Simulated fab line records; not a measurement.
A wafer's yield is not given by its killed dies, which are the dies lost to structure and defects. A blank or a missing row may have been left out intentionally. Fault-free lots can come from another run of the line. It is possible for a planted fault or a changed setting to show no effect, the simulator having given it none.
Matching of chambers | flow n5-finfet | 4 sister chambers for N5_FIN_SAQP_HM_OPEN_73 on rie-diel-05
The step chemistry CHF3/O2, target SiO2, stops on a-Si, target depth 12 nm, time 16.8 s. 8 wafers are shown with their chamber, then 11 later ones without.

== WAFERS PAIRED WITH THEIR CHAMBERS ==
wafer  | chamber | drypump-motor-current-A (A) | rf-vpp-V (V)
L082.5 | 3       | 5.6                         | 481
L088.6 | 1       | 5.2                         | 539
L089.2 | 2       | 6.3                         | 485
L089.5 | 0       | 6.0                         | 535
L091.1 | 0       | 6.1                         | 535
L091.2 | 2       | 6.3                         | 485
L091.6 | 3       | 5.6                         | 480
L092.1 | 1       | 5.2                         | 537

== WAFERS WHOSE CHAMBER IS MISSING ==
wafer  | drypump-motor-current-A (A) | rf-vpp-V (V)
L092.2 | 5.6                         | 482
L092.3 | 6.3                         | 485
L093.1 | 6.3                         | 485
L093.2 | 6.1                         | 534
L093.3 | 5.2                         | 540
L094.2 | 5.2                         | 538
L094.3 | 6.1                         | 535
L094.5 | 5.2                         | 538
L096.2 | 5.2                         | 538
L096.3 | 6.0                         | 536
L096.6 | 5.6                         | 489

== WHICH CHAMBER EACH ONE RAN IN ==
wafer  | from the rows above | in truth
L092.2 | 3                   | 3
L092.3 | 2                   | 2
L093.1 | 2                   | 2
L093.2 | 0                   | 0
L093.3 | 1                   | 1
L094.2 | 1                   | 1
L094.3 | 0                   | 0
L094.5 | 1                   | 1
L096.2 | 1                   | 1
L096.3 | 0                   | 0
L096.6 | 3                   | 3
Correct placement for 11 of the 11. Left unplaced by these rows: 0. Placed wrongly: 0.
How it was worked out, from the rows above alone: a wafer's distance from a chamber is the root of the sum, over the readings, of the square of ((its reading less the chamber's mean) divided by the reading's scatter). If the next closest chamber is less than 2 further off than the closest, the wafer can't be placed; otherwise it belongs to the closest. Each chamber's mean is taken over the wafers shown for it. The scatter: the root of (the sum of the squares of (reading less its chamber's mean) over the shown wafers, divided by (wafers less chambers)).
